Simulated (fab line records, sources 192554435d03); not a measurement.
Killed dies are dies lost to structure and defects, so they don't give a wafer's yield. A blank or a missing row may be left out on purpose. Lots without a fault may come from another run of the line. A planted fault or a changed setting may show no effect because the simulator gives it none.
fab line records | flow n5_finfet
record lots=4 wafers=11 last_day=18
route steps=1938 shown BEOL_M0_CUTY@714 BEOL_M0@715 BEOL_M4@1111 PASSIVATION@1936
lots that met no fault: from a run of the same line without faults
start_h: hours from the record's first day to the start of the lot's first wafer shown | wait_h: hours since the lot's step before | " the same as in the row above | L1.1+2: a row that stands for several wafers | - no value, or no start given | * or withheld: withheld | < > ~ a bound
route shown NAME@n: a module of which the file shows steps, and the number in the route of the first | usual: mean/standard deviation of fault-free wafers | same: alike in all rows | chamber/n: place in a boat | sites: the reading at each site | _std_site: their standard deviation | _edge_site: outer sites' mean less inner sites' | radius_mm: how far each site lies from the wafer's centre | mask NAME#n: copy n | behind: the tool/chamber that last shaped the wafer | hold: why the lot was held/for how many hours/how that ended | device: the transistor (n, p or np) that didn't switch | end of line: the same wafers' tests at the end of the route | a step without rows: its recipe alone | killed: dies lost to structure and defects at the first sort, not the wafer's yield | map: a wafer's dies, x killed, . not, _ none there
set.NAME: the setting as run; set.NAME@STEP: as run at that earlier step | model.NAME: the simulator's own value behind a step, which no gauge read
lots at some steps of the route; a table a step, a row a wafer
services: from which hour (start_h, from the record's first day; less than 0 if before it) a tool's chamber was out of use, for how many hours, and why
## steps
# step N5_BEOL_M0_CUTY_STRIP_64
# recipe chemistry=N2/H2 temp_c=40 n2_flow_sccm=200 h2_flow_sccm=200 rf_frequency_hz=6e+07
# step N5_BEOL_M0_ETCH_138
# recipe chemistry=CH3F/O2 target_depth_a=120 target=SiCN time_s=31.6 ion_energy_ev=120 pressure_mtorr=30 source_w=395 bias_w=75 Ar_flow_sccm=150 CH3F_flow_sccm=30 O2_flow_sccm=20 ends=cleared
# step N5_BEOL_M0_HM_OPEN_105
# recipe chemistry=Cl2/BCl3 target_depth_a=120 target=TiN ion_energy_ev=150 pressure_mtorr=10 icp_w=1000 bias_w=126 Cl2_flow_sccm=53.25 bcl3_flow_sccm=21.75 Ar_flow_sccm=25
# step N5_BEOL_M0_STRIP_140
# recipe chemistry=CF4 resist=SiARC power_w=300 bias_power_w=75 pressure_mtorr=50 cf4_flow_sccm=150 rf_frequency_hz=6e+07
# step N5_BEOL_M0_STRIP_104
# recipe chemistry=N2/H2 power_w=450 temp_c=40 pressure_mtorr=20 rf_frequency_hz=6e+07 overash_fraction=0.3 bias_power_w=7 h2_frac=0.5 n2_flow_sccm=200 h2_flow_sccm=200
# step N5_BEOL_M0_WET_ETCH_106
# recipe chemistry=DHF dilution=10:1 temp_c=25 target=SiO2 target_depth_a=1300 dry=ipa_marangoni rinse_time_s=30 rinse_temp_c=23
# step N5_BEOL_M0_ETCH_128
# recipe chemistry=CF4/N2 target_depth_a=120 overetch_a=51 target=SiCN time_s=21.4 ion_energy_ev=150 pressure_mtorr=40 source_w=430 bias_w=70 Ar_flow_sccm=100 cf4_flow_sccm=60 n2_flow_sccm=60
# step N5_BEOL_M0_TRENCH_ETCH_107
# recipe chemistry=C4F6/O2 target_depth_a=328 target=SiOC time_s=16.4 ion_energy_ev=250 pressure_mtorr=30 source_w=355 bias_w=185 Ar_flow_sccm=300 C4F6_flow_sccm=10 O2_flow_sccm=10
# step N5_BEOL_M0_STRIP_142
# recipe chemistry=N2/H2 time_s=10 power_w=450 temp_c=40 pressure_mtorr=20 rf_frequency_hz=6e+07 bias_power_w=7 n2_flow_sccm=200 h2_flow_sccm=200
# step N5_BEOL_M0_HM_STRIP_129
# recipe chemistry=peroxide_tin_strip material=TiN target_depth_a=170 temp_c=50 time_s=108
# step N5_BEOL_M0_SRD_130
# recipe time_s=30 temp_c=23 rinse_liquid=diw dry=ipa_marangoni
# step N5_BEOL_M0_ETCH_109
# recipe chemistry=CH3F/O2 target_depth_a=80 overetch_a=24 target=SiCN time_s=27.4 ion_energy_ev=120 pressure_mtorr=30 source_w=395 bias_w=75 Ar_flow_sccm=150 CH3F_flow_sccm=30 O2_flow_sccm=20
# usual CH3F_flow_sccm=30.00/0.087 O2_flow_sccm=19.99/0.064 chamber_pressure_mTorr=30.001/0.024 drypump_motor_current_A=5.7/0.41 oes_product_au=0.67/0.07 rf_vpp_V=297.6/1.7 showerhead_plenum_p_Torr=2.01/0.082 throttle_valve_pct=16.34/0.25
# columns lot.wafer tool chamber start_h wait_h CH3F_flow_sccm O2_flow_sccm chamber_pressure_mTorr drypump_motor_current_A oes_product_au rf_hours_counter_h rf_vpp_V showerhead_plenum_p_Torr throttle_valve_pct model.SiOC_of_BEOL_M0_SAQP_ILD_DEP_01.thk_nm
L406.2 rie_diel-03 2 180.30 0.0 - - - - - - - - - 44.6
L406.4 " 0 " " - - - - - - - - - 46.6
L406.6 " 3 " " - - - - - - - - - 45
L407.2 rie_diel-01 1 192.54 0.0 - - - - - - - - - 44.4
L407.4 " 2 " " - - - - - - - - - 45.8
L407.6 " 1 " " - - - - - - - - - 45.4
L412.3 rie_diel-03 1 219.76 0.0 30.05 19.90 29.995 6.2 0.78 12 296.8 1.94 15.65 41
L412.4 " 1 " " 30.01 19.94 30.006 6.2 0.79 - 295.0 1.94 15.65 43.2
L417.2 rie_diel-01 0 249.31 0.1 29.85 19.96 30.017 5.8 0.60 204 298.6 2.07 16.46 42.4
L417.3 " 1 " " 29.98 19.97 30.016 6.1 0.62 210 297.1 1.98 16.39 41.8
L417.4 " 3 " " 30.07 20.15 30.016 5.8 0.58 229 297.9 2.06 16.80 43.6
# step N5_BEOL_M0_STRIP_139
# recipe chemistry=post_etch_residue_remover time_s=60 temp_c=25 remover_ph=withheld remover_water_wt_pct=withheld remover_fluoride_wt_pct=withheld
# step N5_BEOL_M0_SRD_111
# recipe time_s=30 temp_c=23 rinse_liquid=diw dry=ipa_marangoni
# step N5_BEOL_M0_DEGAS_112
# recipe ambient=vacuum temp_c=250 time_s=60
# step N5_BEOL_M0_PRE_CLEAN_113
# recipe gas=H2/He time_s=30 temp_c=250
# step N5_BEOL_M0_ALD_136
# recipe material=TaN target_thk_a=* temp_c=275 ald_precursor_family=PDMAT ald_co_reactant=NH3 pressure_torr=3 carrier_flow_sccm=1500 pulse_time_s=2 purge_time_s=3 co_reactant_purge_time_s=2 co_reactant_pulse_time_s=3 ald_cycles=30 precursor_vessel_temp_c=75 precursor_vessel_pressure_torr=26.25 precursor_vessel_carrier_sccm=1000
# step N5_BEOL_M0_SURFACE_TREAT_137
# recipe gas=Ar time_s=* ion_energy_ev=* ion_current_ma_cm2=0.5 pressure_mtorr=* ar_flow_sccm=30
# step N5_BEOL_M0_CVD_115
# recipe material=Co target_thk_a=* temp_c=withheld precursor=CCTBA/H2 pressure_torr=30 time_s=120
# step N5_BEOL_M0_SPUTTER_116
# recipe material=Cu target_thk_a=40 temp_c=-20 chamber_pressure_pa=0.07 power_w=withheld time_s=7.37
# step N5_BEOL_M0_ANNEAL_117
# recipe temp_c=400 time_s=60 ambient=vacuum
# step N5_BEOL_M0_SPUTTER_132
# recipe material=Cu target_thk_a=40 temp_c=-20 chamber_pressure_pa=0.07 power_w=withheld time_s=7.37
# step N5_BEOL_M0_ANNEAL_133
# recipe temp_c=400 time_s=60 ambient=vacuum
# step N5_BEOL_M0_SPUTTER_134
# recipe material=Cu target_thk_a=40 temp_c=-20 chamber_pressure_pa=0.07 power_w=withheld time_s=7.37
# step N5_BEOL_M0_ANNEAL_135
# recipe temp_c=400 time_s=60 ambient=vacuum
# step N5_BEOL_M0_SPUTTER_141
# recipe material=Cu target_thk_a=40 temp_c=-20 chamber_pressure_pa=0.07 power_w=withheld time_s=7.37
# step N5_BEOL_M0_ECD_118
# recipe material=Cu target_thk_a=3000
# step N5_BEOL_M0_ANNEAL_119
# recipe temp_c=225 time_s=90 ambient=N2
# step N5_BEOL_M0_CMP_120
# recipe stop_on=SiOC t_overpolish_s=6.9 down_force_psi=1 platen_rpm=50 clearing_platen_down_force_psi=1.5 clearing_platen_rpm=50 post_cmp_clean=cu_alkaline clearing_platen_pad_velocity_m_s=0.99484 pad_velocity_m_s=0.99484
# usual motor_current_A=5.7/0.56
# columns lot.wafer tool chamber start_h wait_h motor_current_A model.SiOC_of_BEOL_M0_SAQP_ILD_DEP_01.thk_nm
L406.4 cmp-03 1 184.20 0.1 6.9 43.4
L406.2 " 2 " " 6.1 41.4
L406.6 " 2 " " 5.8 42
L407.4 cmp-04 2 195.10 0.2 6.6 42.6
L407.2 " 3 " " 6.2 41.4
L407.6 " 0 " " 4.9 42.2
L412.3 cmp-03 2 227.33 0.3 5.9 38
L412.4 " 1 " " 6.4 40
L417.2 cmp-01 3 251.35 0.2 5.6 39.2
L417.4 " 0 " " 5.7 40.6
L417.3 " 2 " " 6.1 38.8
# step N5_BEOL_M0_PRE_CLEAN_131
# recipe gas=NH3/H2 time_s=15 temp_c=* rf_power_w=300
# step N5_BEOL_M0_CO_CAP_123
# recipe material=Co target_thk_a=20 temp_c=200 precursor=CCTBA/H2 pressure_torr=30 time_s=102.1
# step N5_BEOL_M0_PRE_CLEAN_124
# recipe gas=NH3 time_s=15 temp_c=withheld rf_power_w=300
# step N5_BEOL_M0_DEP_125
# recipe material=SiCN target_thk_a=80 temp_c=withheld precursor=3MS/NH3 pressure_torr=3 rf_w=202 time_s=14
# step N5_BEOL_M0_RS_MEAS_126
# recipe thk_meas_gauge=four-point-probe reads=Co_of_BEOL_M0_CO_CAP_123+Cu_of_BEOL_M0_ECD_118+Co_of_BEOL_M0_CVD_115+TaN_of_BEOL_M0_ALD_136
# usual M0_RS=0.537/0.021
# columns lot.wafer tool chamber start_h wait_h M0_RS[ohm/sq]
L406.2 film_metro-01 - 184.75 0.1 0.635
L406.4 " - " " 0.624
L406.6 " - " " 0.636
L407.2 film_metro-02 - 195.72 0.1 0.640
L407.4 " - " " 0.620
L407.6 " - " " 0.648
L412.3 film_metro-01 - 227.89 0.1 0.579
L412.4 " - " " 0.554
L417.2 film_metro-01 - 251.91 0.1 0.522
L417.3 " - " " 0.534
L417.4 " - " " 0.535
# step N5_BEOL_M4_RC_MEAS_101
# usual DIBL_N=36.6/2.3 DIBL_P=36.3/2.8 IOFF_N=0.17/0.047 IOFF_P=0.22/0.048 ION_N=676/14 ION_P=463/9.4 SS_N=71.6/0.84 SS_P=73.4/0.85 VT_N=249/3.7 VT_P=-249/3.6
# columns lot.wafer tool chamber start_h wait_h DIBL_N[mV/V] DIBL_P[mV/V] IOFF_N[nA/um] IOFF_P[nA/um] ION_N[uA/um] ION_P[uA/um] SS_N[mV/dec] SS_P[mV/dec] VT_N[mV] VT_P[mV]
L412.3 prober-02 0 265.92 0.3 42.0 40.8 0.31 0.32 677 463 74.7 75.0 246 -241
L412.4 " 0 " " 38.5 39.3 0.22 0.29 693 476 72.6 74.6 245 -243
L417.2 prober-01 0 309.97 0.2 39.6 39.5 0.21 0.24 679 456 72.4 75.8 249 -250
L417.3 " 0 " " 35.6 33.8 0.14 0.17 671 456 71.0 74.0 250 -251
L417.4 " 0 " " 39.6 40.1 0.22 0.25 686 463 71.7 74.7 244 -249
# step N5_PASSIVATION_PROBE_49
# usual defect_limited_yield=91.5/1.5 killed_at_M0_to_M3=33/9.9 killed_at_M4_up=14/5.2 killed_at_contacts=11/5.2 killed_at_front_end=38/10 killed_at_other=4/3.5 killed_dies=100/18 killed_on_rim=13/4.1 killed_open=66/14 killed_short=32/6.9 sort_bin_4_leakage=0.00/0.027 sort_bin_5_function=5.0/1 sort_bin_6_memory=3.1/0.69 sort_n_pass=1080/18 sort_yield_pct=91.5/1.5
# same gross_dies=1180 killed_at_back_side=0 sort_bin_8_speed[%]=0
# columns lot.wafer tool chamber start_h wait_h defect_limited_yield[%] killed_at_M0_to_M3 killed_at_M4_up killed_at_contacts killed_at_front_end killed_at_other killed_dies killed_on_rim killed_open killed_short sort_bin_4_leakage[%] sort_bin_5_function[%] sort_bin_6_memory[%] sort_n_pass sort_yield_pct[%]
L407.2 prober-02 - 347.66 0.1 0 1100 7 18 52 3 1180 152 82 47 0 95.7 3.9 0 0
L407.4 prober-02 - 347.76 0.2 0 1124 12 10 33 1 1180 152 52 26 0 97.5 2.0 0 0
L407.6 prober-02 - 347.86 0.3 0 1113 24 3 36 4 1180 152 61 31 0 96.9 3.0 0 0
L406.2 prober-02 - 348.25 0.1 0 1118 7 5 47 3 1180 152 69 24 0 96.9 2.9 0 0
L406.4 prober-02 - 348.35 0.2 0 1119 8 10 38 5 1180 152 62 32 0 96.9 2.9 0 0
L406.6 prober-02 - 348.45 0.3 0 1116 7 9 43 5 1180 152 65 35 0 96.8 3.0 0 0
L412.3 prober-02 - 404.93 0.1 91.8 46 12 10 29 0 97 9 67 30 0.25 5.4 2.5 1080 91.5
L412.4 prober-02 - 404.98 0.2 91.4 46 10 11 32 2 101 11 66 35 0 5.3 2.7 1079 91.4
L417.2 prober-01 - 421.66 0.1 91.5 37 9 14 39 1 100 10 76 24 0 4.5 3.6 1080 91.5
L417.3 prober-01 - 421.71 0.1 89.6 47 11 17 41 7 123 16 83 40 0 5.3 4.7 1057 89.6
L417.4 prober-01 - 421.76 0.2 90.4 37 17 15 42 2 113 10 79 32 0 5.8 3.6 1067 90.4
# killed by level:class
L407.2 BEOL_M0:area_etch=1051 MOL_CONTACT_COAG:geometric_particle:open=14 BEOL_M2:geometric_particle:open=13 DUMMY_GATE:geometric_particle:open=10 BEOL_M0_SAQP:geometric_particle:short=10 BEOL_M1:geometric_particle:open=10 FIN_SAQP:geometric_particle:short=6 BEOL_M3:geometric_particle:open=6
L407.4 BEOL_M0:area_etch=1100 STI_FIN_REVEAL:geometric_particle:open=9 MOL_CONTACT_COAG:geometric_particle:open=9 GATE_CUT:geometric_particle:short=7 BEOL_M0_SAQP:geometric_particle:short=6 BEOL_M0_SAQP:geometric_particle:open=5 FIN_SAQP:geometric_particle:short=4 BEOL_M1:geometric_particle:open=4
L407.6 BEOL_M0:area_etch=1088 GATE_CUT:geometric_particle:short=7 BEOL_M2:geometric_particle:open=7 BEOL_M4:geometric_particle:open=6 FIN_SAQP:geometric_particle:short=5 FIN_SAQP:geometric_particle:open=5 BEOL_M0:geometric_particle:open=5 STI_FIN_REVEAL:geometric_particle:open=4
L406.2 BEOL_M0:area_etch=1086 STI_FIN_REVEAL:geometric_particle:open=14 FIN_SAQP:geometric_particle:open=11 BEOL_M1:geometric_particle:open=9 BEOL_M0_SAQP:geometric_particle:open=7 BEOL_M3:geometric_particle:open=6 FIN_SAQP:geometric_particle:short=5 GATE_CUT:geometric_particle:short=4
L406.4 BEOL_M0:area_etch=1086 BEOL_M1:geometric_particle:open=12 FIN_SAQP:geometric_particle:open=8 MOL_CONTACT_COAG:geometric_particle:open=7 BEOL_M0_SAQP:geometric_particle:short=7 FIN_SAQP:geometric_particle:short=6 DUMMY_GATE:geometric_particle:open=6 BEOL_M3:geometric_particle:open=6
L406.6 BEOL_M0:area_etch=1080 BEOL_M0_SAQP:geometric_particle:open=14 STI_FIN_REVEAL:geometric_particle:open=11 BEOL_M0_SAQP:geometric_particle:short=10 FIN_SAQP:geometric_particle:short=7 MOL_CONTACT_COAG:geometric_particle:open=7 FIN_SAQP:geometric_particle:open=5 BEOL_M1:geometric_particle:open=5
L412.3 BEOL_M2:geometric_particle:open=14 STI_FIN_REVEAL:geometric_particle:open=10 BEOL_M0_SAQP:geometric_particle:open=10 BEOL_M0_SAQP:geometric_particle:short=8 MOL_CONTACT_COAG:geometric_particle:open=7 FIN_SAQP:geometric_particle:open=5 FIN_SAQP:geometric_particle:short=4 BEOL_M2:geometric_particle:short=4
L412.4 STI_FIN_REVEAL:geometric_particle:open=15 BEOL_M0_SAQP:geometric_particle:short=15 BEOL_M0_SAQP:geometric_particle:open=11 MOL_CONTACT_COAG:geometric_particle:open=9 BEOL_M2:geometric_particle:open=6 STI_FIN_REVEAL:geometric_particle:short=5 BEOL_M0:geometric_particle:open=4 FIN_SAQP:geometric_particle:open=3
L417.2 STI_FIN_REVEAL:geometric_particle:open=12 BEOL_M3:geometric_particle:open=12 MOL_CONTACT_COAG:geometric_particle:open=10 DUMMY_GATE:geometric_particle:open=9 BEOL_M0_SAQP:geometric_particle:open=8 BEOL_M2:geometric_particle:open=8 GATE_CUT:geometric_particle:short=4 MOL_CONTACT_COAG:geometric_particle:short=4
L417.3 BEOL_M3:geometric_particle:open=15 MOL_CONTACT_COAG:geometric_particle:open=15 FIN_SAQP:geometric_particle:open=14 BEOL_M0_SAQP:geometric_particle:open=10 BEOL_M3:geometric_particle:short=7 FIN_SAQP:geometric_particle:short=6 BEOL_M0_SAQP:geometric_particle:short=6 STARTING-WAFER:geometric_particle:short=5
L417.4 MOL_CONTACT_COAG:geometric_particle:open=13 STI_FIN_REVEAL:geometric_particle:open=11 BEOL_M3:geometric_particle:open=11 FIN_SAQP:geometric_particle:open=7 FIN_SAQP:geometric_particle:short=6 BEOL_M0_SAQP:geometric_particle:short=6 BEOL_M2:geometric_particle:open=6 BEOL_M3:geometric_particle:short=5
# map L406.2 (x killed, . not)
_________________xxxxxxxxxxxx________________
______________xxxxxxxxxxxxxxxxxx_____________
___________xxxxxxxxxxxxxxxxxxxxxxxx__________
__________xxxxxxxxxxxxxxxxxxxxxxxxxx_________
________xxxxxxxxxxxxxxxxxxxxxxxxxxxxxx_______
_______xxxxxxxxxxxxxxxxxxxxxxxxxxxxxxxx______
______xxxxxxxxxxxxxxxxxxxxxxxxxxxxxxxxxx_____
_____xxxxxxxxxxxxxxxxxxxxxxxxxxxxxxxxxxxx____
____xxxxxxxxxxxxxxxxxxxxxxxxxxxxxxxxxxxxxx___
___xxxxxxxxxxxxxxxxxxxxxxxxxxxxxxxxxxxxxxxx__
___xxxxxxxxxxxxxxxxxxxxxxxxxxxxxxxxxxxxxxxx__
__xxxxxxxxxxxxxxxxxxxxxxxxxxxxxxxxxxxxxxxxxx_
__xxxxxxxxxxxxxxxxxxxxxxxxxxxxxxxxxxxxxxxxxx_
_xxxxxxxxxxxxxxxxxxxxxxxxxxxxxxxxxxxxxxxxxxxx
_xxxxxxxxxxxxxxxxxxxxxxxxxxxxxxxxxxxxxxxxxxxx
_xxxxxxxxxxxxxxxxxxxxxxxxxxxxxxxxxxxxxxxxxxxx
_xxxxxxxxxxxxxxxxxxxxxxxxxxxxxxxxxxxxxxxxxxxx
_xxxxxxxxxxxxxxxxxxxxxxxxxxxxxxxxxxxxxxxxxxxx
_xxxxxxxxxxxxxxxxxxxxxxxxxxxxxxxxxxxxxxxxxxxx
_xxxxxxxxxxxxxxxxxxxxxxxxxxxxxxxxxxxxxxxxxxxx
_xxxxxxxxxxxxxxxxxxxxxxxxxxxxxxxxxxxxxxxxxxxx
__xxxxxxxxxxxxxxxxxxxxxxxxxxxxxxxxxxxxxxxxxx_
__xxxxxxxxxxxxxxxxxxxxxxxxxxxxxxxxxxxxxxxxxx_
___xxxxxxxxxxxxxxxxxxxxxxxxxxxxxxxxxxxxxxxx__
___xxxxxxxxxxxxxxxxxxxxxxxxxxxxxxxxxxxxxxxx__
____xxxxxxxxxxxxxxxxxxxxxxxxxxxxxxxxxxxxxx___
_____xxxxxxxxxxxxxxxxxxxxxxxxxxxxxxxxxxxx____
______xxxxxxxxxxxxxxxxxxxxxxxxxxxxxxxxxx_____
_______xxxxxxxxxxxxxxxxxxxxxxxxxxxxxxxx______
________xxxxxxxxxxxxxxxxxxxxxxxxxxxxxx_______
__________xxxxxxxxxxxxxxxxxxxxxxxxxx_________
___________xxxxxxxxxxxxxxxxxxxxxxxx__________
______________xxxxxxxxxxxxxxxxxx_____________
_________________xxxxxxxxxxxx________________
# map L407.2 (x killed, . not)
_________________xxxxxxxxxxxx________________
______________xxxxxxxxxxxxxxxxxx_____________
___________xxxxxxxxxxxxxxxxxxxxxxxx__________
__________xxxxxxxxxxxxxxxxxxxxxxxxxx_________
________xxxxxxxxxxxxxxxxxxxxxxxxxxxxxx_______
_______xxxxxxxxxxxxxxxxxxxxxxxxxxxxxxxx______
______xxxxxxxxxxxxxxxxxxxxxxxxxxxxxxxxxx_____
_____xxxxxxxxxxxxxxxxxxxxxxxxxxxxxxxxxxxx____
____xxxxxxxxxxxxxxxxxxxxxxxxxxxxxxxxxxxxxx___
___xxxxxxxxxxxxxxxxxxxxxxxxxxxxxxxxxxxxxxxx__
___xxxxxxxxxxxxxxxxxxxxxxxxxxxxxxxxxxxxxxxx__
__xxxxxxxxxxxxxxxxxxxxxxxxxxxxxxxxxxxxxxxxxx_
__xxxxxxxxxxxxxxxxxxxxxxxxxxxxxxxxxxxxxxxxxx_
_xxxxxxxxxxxxxxxxxxxxxxxxxxxxxxxxxxxxxxxxxxxx
_xxxxxxxxxxxxxxxxxxxxxxxxxxxxxxxxxxxxxxxxxxxx
_xxxxxxxxxxxxxxxxxxxxxxxxxxxxxxxxxxxxxxxxxxxx
_xxxxxxxxxxxxxxxxxxxxxxxxxxxxxxxxxxxxxxxxxxxx
_xxxxxxxxxxxxxxxxxxxxxxxxxxxxxxxxxxxxxxxxxxxx
_xxxxxxxxxxxxxxxxxxxxxxxxxxxxxxxxxxxxxxxxxxxx
_xxxxxxxxxxxxxxxxxxxxxxxxxxxxxxxxxxxxxxxxxxxx
_xxxxxxxxxxxxxxxxxxxxxxxxxxxxxxxxxxxxxxxxxxxx
__xxxxxxxxxxxxxxxxxxxxxxxxxxxxxxxxxxxxxxxxxx_
__xxxxxxxxxxxxxxxxxxxxxxxxxxxxxxxxxxxxxxxxxx_
___xxxxxxxxxxxxxxxxxxxxxxxxxxxxxxxxxxxxxxxx__
___xxxxxxxxxxxxxxxxxxxxxxxxxxxxxxxxxxxxxxxx__
____xxxxxxxxxxxxxxxxxxxxxxxxxxxxxxxxxxxxxx___
_____xxxxxxxxxxxxxxxxxxxxxxxxxxxxxxxxxxxx____
______xxxxxxxxxxxxxxxxxxxxxxxxxxxxxxxxxx_____
_______xxxxxxxxxxxxxxxxxxxxxxxxxxxxxxxx______
________xxxxxxxxxxxxxxxxxxxxxxxxxxxxxx_______
__________xxxxxxxxxxxxxxxxxxxxxxxxxx_________
___________xxxxxxxxxxxxxxxxxxxxxxxx__________
______________xxxxxxxxxxxxxxxxxx_____________
_________________xxxxxxxxxxxx________________
## services
# columns tool chamber start_h hours kind
rie_diel-03 1 174.77 - clean
rie_diel-03 1 174.77 - consumable_replace:focus_ring
rie_diel-03 1 174.77 17.9 scheduled_down
rie_diel-03 1 174.77 17.9 vent_cycle
cmp-03 - 182.72 0.4 repair
rie_diel-03 0 206.91 - clean
rie_diel-03 0 206.91 - consumable_replace:focus_ring
rie_diel-03 0 206.91 - consumable_replace:showerhead
rie_diel-03 0 206.91 19.3 scheduled_down
rie_diel-03 0 206.91 19.3 vent_cycle
cmp-04 - 213.83 0.9 repair
cmp-01 - 213.90 4.0 pm
cmp-01 - 217.90 - consumable_replace:conditioner
cmp-01 - 217.90 - consumable_replace:pad
rie_diel-01 0 227.96 4.4 repair
cmp-04 - 233.19 1.7 repair
cmp-01 - 236.25 10.6 pm
cmp-03 - 246.92 6.7 pm
## key
first_sign step=N5_BEOL_M0_ETCH_109 reading=tool_record direction=missing
effect step=N5_BEOL_M0_RS_MEAS_126 reading=M0_RS direction=up sigmas=4.6 usual=0.537 struck=0.634
effect step=N5_PASSIVATION_PROBE_49 reading=killed_at_M0_to_M3 direction=up sigmas=99+ usual=33 struck=1115
model_effect step=N5_BEOL_M0_ETCH_109 value=SiOC_of_BEOL_M0_SAQP_ILD_DEP_01.thk_nm without=42.43 struck=45.3
model_effect step=N5_BEOL_M0_CMP_120 value=SiOC_of_BEOL_M0_SAQP_ILD_DEP_01.thk_nm without=39.3 struck=42.17
more_kills_born_at N5_BEOL_M0_ETCH_109@rie_diel-03=3251 N5_BEOL_M0_ETCH_109@rie_diel-01=3239
met_at N5_BEOL_M0_ETCH_109
struck_wafers L406.2,L406.4,L406.6,L407.2,L407.4,L407.6
later_rows_left_out L406.2,L406.4,L406.6,L407.2,L407.4,L407.6
fault kind=skipped_step_whole tool=rie_diel-01,rie_diel-03 chamber=- onset_h=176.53 steps=N5_BEOL_M0_ETCH_109 scope=struck_lots_only
# later_rows_left_out: the simulator's readings of these wafers behind a module that went badly wrong aren't trusted and aren't shown, but for the sort
